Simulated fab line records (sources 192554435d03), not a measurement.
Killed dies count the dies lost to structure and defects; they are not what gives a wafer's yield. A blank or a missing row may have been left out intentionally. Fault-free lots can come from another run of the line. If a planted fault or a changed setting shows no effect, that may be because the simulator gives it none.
fab line records	flow n5-finfet
[record] lots = 7	wafers = 21	last-day = 18
route steps=1938 shown FIN_SAQP@96 PASSIVATION@1936
lots that met no fault: from a run of the same line without faults
start-h: hours from the record's opening day to when the first of the lot's shown wafers began	wait-h: how many hours have passed since the lot's step before this one	" repeats the value in the row above	L1.1+2: a row that stands for several wafers	- no value present, or no start provided	* or withheld: withheld	< > ~ a bound
route shown NAME@n: names a module that has steps shown in the file, with the first one's number in the route	usual: mean and standard deviation over wafers with no fault	same: alike in all rows	chamber/n: place in a boat	sites: each site's reading	_std_site: standard deviation of those values	_edge_site: the outer-site mean with the inner-site mean subtracted	radius-mm: how far each site lies from the wafer's centre	mask NAME#n: copy n	behind: tool/chamber where the wafer was last shaped	hold: cause of the lot's hold/its duration in hours/its outcome	device: names the non-switching transistor (n, p or np)	end of line: the tests these same wafers got at the end of their route	where a step has no rows: the recipe by itself	killed: not the wafer's yield, but the dies lost to structure and defects at the first sort	map: the dies of a wafer, with x for killed, . for not killed, _ for no die there
set.NAME: the setting the step ran with; set.NAME@STEP: the setting that earlier step ran with	model.NAME: the simulator's own value behind a step, which no gauge read
a table for each step, a row for each wafer; lots at some steps of the route
services: the hour from which a tool's chamber was out of use, counted from the record's first day as start-h (under 0 if before that day), plus the number of hours and why
[[steps]]
[step N5_FIN_SAQP_HM_DEP_03]
[recipe] material = SiNx	target-thk-a = 380	temp-c = 400	precursor = SiH4/NH3/N2	pressure-torr = 1.5	rf-w = 300	time-s = 33.6
[usual] heater-power-w = 793/84	showerhead-plenum-p-Torr = 5.15/0.079	throttle-valve-pct = 39.3/1.2
lot.wafer	tool	chamber	start-h	wait-h	heater-power-w	showerhead-plenum-p-Torr	throttle-valve-pct
L442.1	pecvd-01	1	38.96	0.2	887	5.25	37.6
L442.3	"	1	"	"	906	5.25	37.7
L442.4	"	0	"	"	816	5.24	37.0
L445.2	pecvd-01	0	57.50	0.2	748	5.25	37.6
L445.5	"	0	"	"	789	5.25	37.3
L445.6	"	1	"	"	881	5.24	38.2
L450.3	pecvd-02	0	86.75	0.1	724	5.14	39.9
L450.4	"	0	"	"	737	5.15	39.7
L450.5	"	2	"	"	670	5.18	38.2
L451.1	pecvd-03	0	92.15	0.2	685	5.13	39.0
L451.3	"	2	"	"	738	5.14	40.4
L451.4	"	2	"	"	724	5.14	40.2
L452.1	pecvd-03	1	101.22	0.2	854	5.00	41.3
L452.4	"	2	"	"	691	5.15	40.5
L452.5	"	1	"	"	838	5.00	41.4
L455.2	pecvd-01	0	116.91	0.2	788	5.24	37.6
L455.4	"	1	"	"	884	5.25	37.7
L455.6	"	2	"	"	841	5.16	38.7
L458.3	pecvd-03	1	134.77	0.1	799	4.99	41.4
L458.4	"	0	"	"	708	5.13	39.0
L458.5	"	2	"	"	762	5.14	40.3
[step N5_FIN_SAQP_THK_MEAS_05]
[usual] thk-nm = 38.2/0.51
lot.wafer	tool	chamber	start-h	wait-h	thk-nm
L442.1	film-metro-02	-	39.07	0.1	37.5
L442.3	"	-	"	"	38.0
L442.4	"	-	"	"	38.5
L445.2	film-metro-01	-	57.59	0.1	38.6
L445.5	"	-	"	"	39.1
L445.6	"	-	"	"	38.8
L450.3	film-metro-01	-	86.84	0.1	38.1
L450.4	"	-	"	"	38.8
L450.5	"	-	"	"	38.2
L451.1	film-metro-01	-	92.24	0.1	37.7
L451.3	"	-	"	"	38.0
L451.4	"	-	"	"	38.8
L452.1	film-metro-01	-	101.31	0.1	37.8
L452.4	"	-	"	"	38.7
L452.5	"	-	"	"	38.5
L455.2	film-metro-01	-	117.00	0.1	37.6
L455.4	"	-	"	"	38.1
L455.6	"	-	"	"	38.2
L458.3	film-metro-01	-	134.86	0.1	37.7
L458.4	"	-	"	"	37.7
L458.5	"	-	"	"	38.7
[step N5_FIN_SAQP_PECVD_47]
[recipe] material = a-Si	target-thk-a = 450	temp-c = 400	precursor = SiH4/He	pressure-torr = 3	rf-w = 100	time-s = 36.3
[usual] heater-power-w = 875/84	showerhead-plenum-p-Torr = 5.69/0.056	throttle-valve-pct = 17.8/0.57
lot.wafer	tool	chamber	start-h	wait-h	heater-power-w	showerhead-plenum-p-Torr	throttle-valve-pct
L442.1	pecvd-03	0	39.11	0.0	813	5.65	17.5
L442.3	"	2	"	"	744	5.66	18.1
L442.4	"	1	"	"	839	5.56	19.0
L445.2	pecvd-03	2	57.63	0.0	784	5.67	18.5
L445.5	"	0	"	"	818	5.66	17.8
L445.6	"	2	"	"	805	5.68	18.6
L450.3	pecvd-01	2	86.89	0.1	907	5.69	17.5
L450.4	"	1	"	"	984	5.75	17.3
L450.5	"	2	"	"	906	5.68	17.6
L451.1	pecvd-02	2	92.28	0.0	826	5.69	17.4
L451.3	"	1	"	"	1009	5.71	17.8
L451.4	"	2	"	"	850	5.69	17.1
L452.1	pecvd-02	0	101.35	0.0	840	5.68	18.0
L452.4	"	1	"	"	1072	5.74	17.7
L452.5	"	0	"	"	840	5.66	18.2
L455.2	pecvd-03	1	117.03	0.0	865	5.57	19.0
L455.4	"	0	"	"	808	5.65	17.7
L455.6	"	2	"	"	818	5.66	18.4
L458.3	pecvd-01	0	134.92	0.1	889	5.75	17.2
L458.4	"	1	"	"	1011	5.74	17.3
L458.5	"	1	"	"	1013	5.74	17.2
[step N5_FIN_SAQP_PECVD_48]
[recipe] material = SiNx	target-thk-a = 250	temp-c = 400	precursor = SiH4/NH3/N2	pressure-torr = 1.5	rf-w = 300	time-s = 22.1
[usual] heater-power-w = 784/80	showerhead-plenum-p-Torr = 5.17/0.076	throttle-valve-pct = 39.1/1.3
lot.wafer	tool	chamber	start-h	wait-h	heater-power-w	showerhead-plenum-p-Torr	throttle-valve-pct
L442.1	pecvd-03	0	39.15	0.0	735	5.12	38.7
L442.3	"	2	"	"	724	5.14	40.2
L442.4	"	1	"	"	778	5.00	41.7
L445.2	pecvd-03	2	57.67	0.0	661	5.15	40.2
L445.5	"	0	"	"	621	5.14	39.2
L445.6	"	2	"	"	672	5.15	40.2
L450.3	pecvd-01	2	86.96	0.0	774	5.17	38.6
L450.4	"	1	"	"	892	5.24	38.0
L450.5	"	2	"	"	756	5.16	38.7
L451.1	pecvd-02	2	92.34	0.0	753	5.18	37.9
L451.3	"	1	"	"	967	5.24	39.2
L451.4	"	2	"	"	777	5.18	38.2
L452.1	pecvd-02	0	101.39	0.0	732	5.14	40.0
L452.4	"	1	"	"	826	5.24	38.9
L452.5	"	0	"	"	767	5.14	39.9
L455.2	pecvd-03	1	117.07	0.0	712	4.99	41.3
L455.4	"	0	"	"	705	5.12	39.1
L455.6	"	2	"	"	697	5.15	40.5
L458.3	pecvd-01	0	134.98	0.0	770	5.24	37.9
L458.4	"	1	"	"	873	5.26	37.9
L458.5	"	1	"	"	866	5.25	37.8
[step N5_FIN_SAQP_PECVD_06]
[recipe] material = a-Si	target-thk-a = 600	temp-c = 400	precursor = SiH4/He	pressure-torr = 3	rf-w = 100	time-s = 48.1
[usual] heater-power-w = 857/74	showerhead-plenum-p-Torr = 5.69/0.057	throttle-valve-pct = 17.9/0.57
lot.wafer	tool	chamber	start-h	wait-h	heater-power-w	showerhead-plenum-p-Torr	throttle-valve-pct
L442.1	pecvd-03	0	39.19	0.0	781	5.67	18.0
L442.3	"	2	"	"	753	5.66	18.2
L442.4	"	1	"	"	906	5.55	18.8
L445.2	pecvd-03	2	57.71	0.0	850	5.70	18.4
L445.5	"	0	"	"	802	5.66	17.8
L445.6	"	2	"	"	842	5.66	18.2
L450.3	pecvd-01	2	87.02	0.0	857	5.67	17.6
L450.4	"	1	"	"	851	5.75	17.3
L450.5	"	2	"	"	839	5.68	17.6
L451.1	pecvd-02	2	92.40	0.0	862	5.69	17.7
L451.3	"	1	"	"	993	5.74	17.4
L451.4	"	2	"	"	875	5.69	17.4
L452.1	pecvd-02	0	101.43	0.0	791	5.65	18.2
L452.4	"	1	"	"	989	5.73	17.9
L452.5	"	0	"	"	787	5.68	18.2
L455.2	pecvd-03	1	117.11	0.0	878	5.56	18.9
L455.4	"	0	"	"	810	5.66	18.0
L455.6	"	2	"	"	793	5.67	18.7
L458.3	pecvd-01	0	135.05	0.0	854	5.75	17.2
L458.4	"	1	"	"	942	5.75	17.5
L458.5	"	1	"	"	981	5.75	17.3
[step N5_FIN_SAQP_THK_MEAS_07]
[usual] thk-nm = 60.5/0.87
lot.wafer	tool	chamber	start-h	wait-h	thk-nm
L442.1	film-metro-02	-	39.28	0.1	60.1
L442.3	"	-	"	"	60.9
L442.4	"	-	"	"	61.0
L445.2	film-metro-01	-	57.80	0.1	60.8
L445.5	"	-	"	"	60.9
L445.6	"	-	"	"	61.8
L450.3	film-metro-01	-	87.11	0.1	59.6
L450.4	"	-	"	"	60.4
L450.5	"	-	"	"	59.4
L451.1	film-metro-02	-	92.51	0.1	59.4
L451.3	"	-	"	"	60.6
L451.4	"	-	"	"	60.4
L452.1	film-metro-01	-	101.52	0.1	60.3
L452.4	"	-	"	"	61.7
L452.5	"	-	"	"	61.4
L455.2	film-metro-01	-	117.20	0.1	60.3
L455.4	"	-	"	"	60.6
L455.6	"	-	"	"	62.1
L458.3	film-metro-01	-	135.14	0.1	61.9
L458.4	"	-	"	"	62.1
L458.5	"	-	"	"	61.6
[step N5_FIN_SAQP_HM_DEP_72]
[recipe] material = SiO2	target-thk-a = 120	temp-c = 400	precursor = SiH4/N2O	pressure-torr = 0.75	rf-w = 275	time-s = 7.2
[usual] heater-power-w = 799/84	showerhead-plenum-p-Torr = 8.22/0.16
lot.wafer	tool	chamber	start-h	wait-h	heater-power-w	showerhead-plenum-p-Torr
L442.1	pecvd-02	2	39.32	0.0	752	8.23
L442.3	"	0	"	"	836	8.12
L442.4	"	1	"	"	899	8.34
L445.2	pecvd-01	0	57.83	0.0	727	8.36
L445.5	"	0	"	"	745	8.36
L445.6	"	2	"	"	852	8.20
L450.3	pecvd-03	1	87.15	0.0	825	7.83
L450.4	"	1	"	"	818	7.84
L450.5	"	2	"	"	707	8.15
L451.1	pecvd-01	2	92.55	0.0	758	8.21
L451.3	"	0	"	"	757	8.36
L451.4	"	0	"	"	771	8.38
L452.1	pecvd-01	0	101.55	0.0	718	8.35
L452.4	"	0	"	"	708	8.34
L452.5	"	1	"	"	853	8.38
L455.2	pecvd-03	0	117.24	0.0	705	8.13
L455.4	"	0	"	"	721	8.11
L455.6	"	2	"	"	789	8.14
L458.3	pecvd-01	0	135.20	0.1	771	8.36
L458.4	"	1	"	"	924	8.37
L458.5	"	0	"	"	776	8.39
[step N5_FIN_SAQP_COAT_49]
[recipe] resist = SOC	temp-c = 250	time-s = 60	spin-rpm = 1500	resist-thk-nm = 100
[step N5_FIN_SAQP_COAT_50]
[recipe] resist = SiARC	temp-c = 220	time-s = 60	spin-rpm = 1500	resist-thk-nm = 35
[step N5_FIN_SAQP_COAT_10]
[recipe] resist = CAR-ArF	spin-rpm = 1500	resist-thk-nm = 90
[step N5_FIN_SAQP_EBR_12]
[recipe] solvent = PGMEA	ebr-width-mm = 1.5
[step N5_FIN_SAQP_SOFTBAKE_11]
[recipe] temp-c = 110	time-s = 60	resist = CAR-ArF
[step N5_FIN_SAQP_EXPOSE_13]
[recipe] mask-id = FIN_CORE	na = 1.35	source-shape = dipole	sigma-inner = 0.538	sigma-outer = 0.738	polarization = te	target-cd-nm = 35.6	dose-mj = 63.25
[usual] exposure-dose-mJ-cm2 = 63.23/0.06
lot.wafer	tool	chamber	start-h	wait-h	mask	exposure-dose-mJ-cm2
L442.1	arfi-scanner-02	0	39.51	-	FIN_CORE#0	63.27
L442.3	"	0	"	"	FIN_CORE#0	63.26
L442.4	"	0	"	"	FIN_CORE#0	63.16
L445.2	arfi-scanner-03	0	58.16	-	FIN_CORE#0	63.20
L445.5	"	0	"	"	FIN_CORE#0	63.21
L445.6	"	0	"	"	FIN_CORE#0	63.20
L450.3	arfi-scanner-03	0	87.48	-	FIN_CORE#0	56.60
L450.4	"	0	"	"	FIN_CORE#0	56.58
L450.5	"	0	"	"	FIN_CORE#0	56.64
L451.1	arfi-scanner-03	0	92.75	-	FIN_CORE#0	57.84
L451.3	"	0	"	"	FIN_CORE#0	57.88
L451.4	"	0	"	"	FIN_CORE#0	57.84
L452.1	arfi-scanner-03	0	101.75	-	FIN_CORE#0	58.88
L452.4	"	0	"	"	FIN_CORE#0	58.99
L452.5	"	0	"	"	FIN_CORE#0	58.99
L455.2	arfi-scanner-01	0	117.57	-	FIN_CORE#0	63.14
L455.4	"	0	"	"	FIN_CORE#0	63.21
L455.6	"	0	"	"	FIN_CORE#0	63.26
L458.3	arfi-scanner-02	0	135.53	-	FIN_CORE#0	63.22
L458.4	"	0	"	"	FIN_CORE#0	63.26
L458.5	"	0	"	"	FIN_CORE#0	63.19
[step N5_FIN_SAQP_PEB_14]
[recipe] peb-temp-c = withheld	peb-time-s = 60	resist = CAR-ArF
[step N5_FIN_SAQP_DEVELOP_15]
[recipe] develop-time-s = 30	developer = TMAH	resist = CAR-ArF	dev-temp-c = 23	rinse-liquid = diw	dry = air-spin
[step N5_FIN_SAQP_CD_MEAS_16]
[recipe] target-cd-nm = 35.6	landing-energy-ev = 500	detector = se-inlens
[usual] cd-nm = 35.5/0.41
lot.wafer	tool	chamber	start-h	wait-h	cd-nm
L442.1	cd-sem-03	0	39.64	-	35.4
L442.3	"	0	"	"	35.2
L442.4	"	0	"	"	35.5
L445.2	cd-sem-01	0	58.28	-	35.7
L445.5	"	0	"	"	36.1
L445.6	"	0	"	"	35.8
L450.3	cd-sem-03	0	87.61	-	38.0
L450.4	"	0	"	"	38.3
L450.5	"	0	"	"	39.1
L451.1	cd-sem-01	0	92.87	-	37.9
L451.3	"	0	"	"	37.3
L451.4	"	0	"	"	38.0
L452.1	cd-sem-03	0	101.87	-	36.7
L452.4	"	0	"	"	36.8
L452.5	"	0	"	"	37.0
L455.2	cd-sem-01	0	117.69	-	35.7
L455.4	"	0	"	"	35.8
L455.6	"	0	"	"	35.3
L458.3	cd-sem-03	0	135.65	-	35.5
L458.4	"	0	"	"	35.5
L458.5	"	0	"	"	35.1
[step N5_FIN_SAQP_OVL_MEAS_17]
[recipe] points-per-wafer = 44
[usual] FIN_CORE_OVL = -0.1/0.85
lot.wafer	tool	chamber	start-h	wait-h	FIN_CORE_OVL[nm]
L442.1	overlay-01	0	39.68	0.0	0.6
L442.3	"	0	"	"	0.4
L442.4	"	0	"	"	1.6
L445.2	overlay-02	0	58.32	0.0	0.4
L445.5	"	0	"	"	-0.7
L445.6	"	0	"	"	0.1
L450.3	overlay-01	0	87.65	0.0	0.7
L450.4	"	0	"	"	1.3
L450.5	"	0	"	"	0.1
L451.1	overlay-02	0	92.91	0.0	0.3
L451.3	"	0	"	"	-0.6
L451.4	"	0	"	"	-1.2
L452.1	overlay-01	0	101.91	0.0	-0.4
L452.4	"	0	"	"	0.9
L452.5	"	0	"	"	1.3
L455.2	overlay-01	0	117.73	0.0	0.0
L455.4	"	0	"	"	-0.6
L455.6	"	0	"	"	0.6
L458.3	overlay-01	0	135.69	0.0	0.0
L458.4	"	0	"	"	-0.2
L458.5	"	0	"	"	-0.2
[step N5_PASSIVATION_PROBE_49]
[usual] defect-limited-yield = 91.1/1.3	killed_at_M0_to_M3 = 32/9.7	killed_at_M4_up = 16/6	killed-at-contacts = 12/5.9	killed-at-front-end = 41/11	killed-at-other = 4/3.1	killed-dies = 104/16	killed-open = 68/12	killed-short = 34/7.4	sort_bin_5_function = 5.1/0.85	sort_bin_6_memory = 3.3/0.66	sort_bin_8_speed = 0.1/0.53	sort-n-pass = 1075/16	sort-yield-pct = 91.1/1.4
[same] gross-dies = 1180	killed-at-back-side = 0	sort_bin_4_leakage[%] = 0
lot.wafer	tool	chamber	start-h	wait-h	defect-limited-yield[%]	killed_at_M0_to_M3	killed_at_M4_up	killed-at-contacts	killed-at-front-end	killed-at-other	killed-dies	killed-open	killed-short	sort_bin_5_function[%]	sort_bin_6_memory[%]	sort_bin_8_speed[%]	sort-n-pass	sort-yield-pct[%]
L450.5	prober-02	-	366.15	0.2	88.7	38	13	22	57	3	133	89	40	6.0	4.7	0	1047	88.7
L452.1	prober-02	-	376.91	0.0	91.6	33	16	5	36	9	99	61	38	5.3	2.7	0	1081	91.6
L452.4	prober-02	-	377.06	0.2	87.3	47	41	17	44	1	150	113	36	7.6	4.8	0	1030	87.3
L452.5	prober-02	-	377.11	0.2	91.6	24	14	23	38	0	99	65	30	4.4	3.6	0	1081	91.6
// killed by level:class
L450.5 MOL_CONTACT_COAG:geometric-particle:open=17 FIN_SAQP:geometric-particle:open=15 BEOL_M0_SAQP:geometric-particle:short=9 DUMMY_GATE:geometric-particle:open=8 BEOL_M0_SAQP:geometric-particle:open=8 BEOL_M1:geometric-particle:open=8 STI_FIN_REVEAL:geometric-particle:open=7 MOL_CONTACT_COAG:geometric-particle:short=5
L452.1 STI_FIN_REVEAL:geometric-particle:open=12 BEOL_M1:geometric-particle:open=7 BEOL_M4:geometric-particle:open=6 MOL_CONTACT_COAG:geometric-particle:open=5 PASS1_CAP:geometric-particle:open=5 STARTING-WAFER:geometric-particle:short=5 FIN_SAQP:geometric-particle:short=4 STI_FIN_REVEAL:geometric-particle:short=4
L452.4 BEOL_M4:geometric-particle:open=26 BEOL_M3:geometric-particle:open=19 STI_FIN_REVEAL:geometric-particle:open=15 MOL_CONTACT_COAG:geometric-particle:open=13 FIN_SAQP:geometric-particle:open=6 DUMMY_GATE:geometric-particle:open=6 BEOL_M3:geometric-particle:short=6 BEOL_M2:geometric-particle:open=6
L452.5 MOL_CONTACT_COAG:geometric-particle:open=13 MOL_CONTACT_COAG:geometric-particle:short=10 STI_FIN_REVEAL:geometric-particle:open=9 FIN_SAQP:geometric-particle:open=6 BEOL_M3:geometric-particle:open=6 DUMMY_GATE:geometric-particle:open=5 BEOL_M1:geometric-particle:open=5 GATE_CUT:geometric-particle:short=4
[[services]]
tool	chamber	start-h	hours	kind
arfi-scanner-01	-	15.61	14.0	repair
pecvd-01	1	16.17	5.5	scheduled-down
pecvd-01	-	18.91	0.8	repair
pecvd-01	2	21.75	-	clean
pecvd-01	2	21.75	-	consumable-replace:showerhead
pecvd-01	2	21.75	29.0	scheduled-down
pecvd-01	2	21.75	29.0	vent-cycle
arfi-scanner-03	-	30.56	1.3	pm
arfi-scanner-02	-	34.31	1.3	pm
arfi-scanner-02	-	35.61	1.0	pm
arfi-scanner-02	-	61.09	17.2	repair
pecvd-01	0	76.29	13.2	repair
arfi-scanner-02	-	78.97	3.1	pm
arfi-scanner-03	-	79.07	6.0	repair
arfi-scanner-01	-	83.38	1.0	pm
arfi-scanner-02	-	93.43	3.6	repair
arfi-scanner-03	-	103.84	1.0	pm
pecvd-01	2	104.13	4.0	repair
pecvd-03	-	107.65	2.9	repair
arfi-scanner-02	-	107.96	1.0	pm
pecvd-03	1	113.51	2.1	scheduled-down
arfi-scanner-02	-	117.68	0.8	pm
arfi-scanner-01	-	123.44	1.3	pm
pecvd-01	2	131.50	6.3	repair
[[key]]
[first-sign] step = N5_FIN_SAQP_EXPOSE_13	reading = exposure-dose-mJ-cm2	direction = down	sigmas = 91	usual = 63.23	struck = 57.80
[effect] step = N5_FIN_SAQP_CD_MEAS_16	reading = cd-nm	direction = up	sigmas = 5.4	usual = 35.5	struck = 37.7	through = control-loop
met-at N5_FIN_SAQP_EXPOSE_13
struck-wafers L450.3,L450.4,L450.5,L451.1,L451.3,L451.4,L452.1,L452.4,L452.5
rows-end L451.1,L451.3,L451.4
[loop-trim] step = N5_FIN_SAQP_EXPOSE_13	setting = dose	lots = L451,L452
onset-between 58.16 87.48
[fault] kind = process-parameter-drift	tool = arfi-scanner-03	chamber = -	onset-h = 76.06	steps = N5_FIN_SAQP_EXPOSE_13	channel = dose-mj	offset = -6.6627	shape = step	acts-in = these-recipes-only	stated = 63.25
// rows-end: these wafers met a further fault down the route, and their rows from its step on are left out
// loop-trim: a control loop set the setting to another value than it would have without faults
